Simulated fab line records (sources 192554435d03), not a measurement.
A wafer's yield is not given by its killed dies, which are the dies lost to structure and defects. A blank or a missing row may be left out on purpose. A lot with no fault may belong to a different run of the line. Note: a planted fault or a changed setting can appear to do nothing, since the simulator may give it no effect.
Which tool was responsible?	flow n5 finfet	9 lots with 27 wafers sampled at 2 steps, on a route of 1938 steps

== WHAT THE GAUGES SHOWED, per wafer ==
N5_BEOL_M4_RC_MEAS_101.
lot	measured	on	DIBL_N (mV/V)
L173	day 7 22:32	prober-02	37.0 43.5 39.5
L175	day 8 21:05	prober-01	38.3 37.2 35.4
L176	day 9 14:45	prober-02	31.4 36.5 35.3
L179	day 10 16:43	prober-01	36.5
L182	day 10 22:23	prober-02	37.7 36.7
L186	day 11 17:33	prober-02	33.3 38.7 36.7
L185	day 11 23:30	prober-01	34.6 39.2 42.8
L191	day 13 05:12	prober-02	36.9 37.6 37.0
L193	day 14 04:37	prober-02	36.8 37.1 37.0

== TOOL THAT RAN EACH LOT (tool first, then ch and the chambers of the sampled wafers, then the start) ==
lot	N5_BEOL_M0_ETCH_109
L173	rie diel-04 ch 2,3, day 6 01:55
L175	rie diel-01 ch 0,1,2, day 6 11:04
L176	rie diel-04 ch 0,2,3, day 7 00:59
L179	rie diel-04 ch 0,2, day 7 18:43
L182	rie diel-04 ch 0,1, day 8 17:19
L186	rie diel-06 ch 0,1,2, day 9 10:44
L185	rie diel-01 ch 0,2, day 9 10:56
L191	rie diel-01 ch 0,2, day 10 15:37
L193	rie diel-04 ch 0,1,2, day 11 09:41
- N5_BEOL_M0_ETCH_109: etches SiCN in CH3F/O2, target depth 8 nm, overetch 2.4 nm, time 27.4 s.

== THE ANSWER, worked out from the rows above alone ==
Rule: what is usual is taken from the lots themselves. The widest of any qualifying gaps counts: lots, ordered by their means at a reading, are off when they make up no more than a third of the lots, leave a main group of 4 or more, and stand apart from it by 3 or more times the standard deviation of that group's means. A main group is skipped when, at the precision printed for the reading in the tables above, its means are all equal. A lot without any number at a reading at which 4 lots or more have one is off too. Where the step has rows for the other lots, those lots are counted as sound.
Across all readings shown, no lot is off: no conclusion can be drawn from this.

== WHAT THE SIMULATOR HAD INSERTED ==
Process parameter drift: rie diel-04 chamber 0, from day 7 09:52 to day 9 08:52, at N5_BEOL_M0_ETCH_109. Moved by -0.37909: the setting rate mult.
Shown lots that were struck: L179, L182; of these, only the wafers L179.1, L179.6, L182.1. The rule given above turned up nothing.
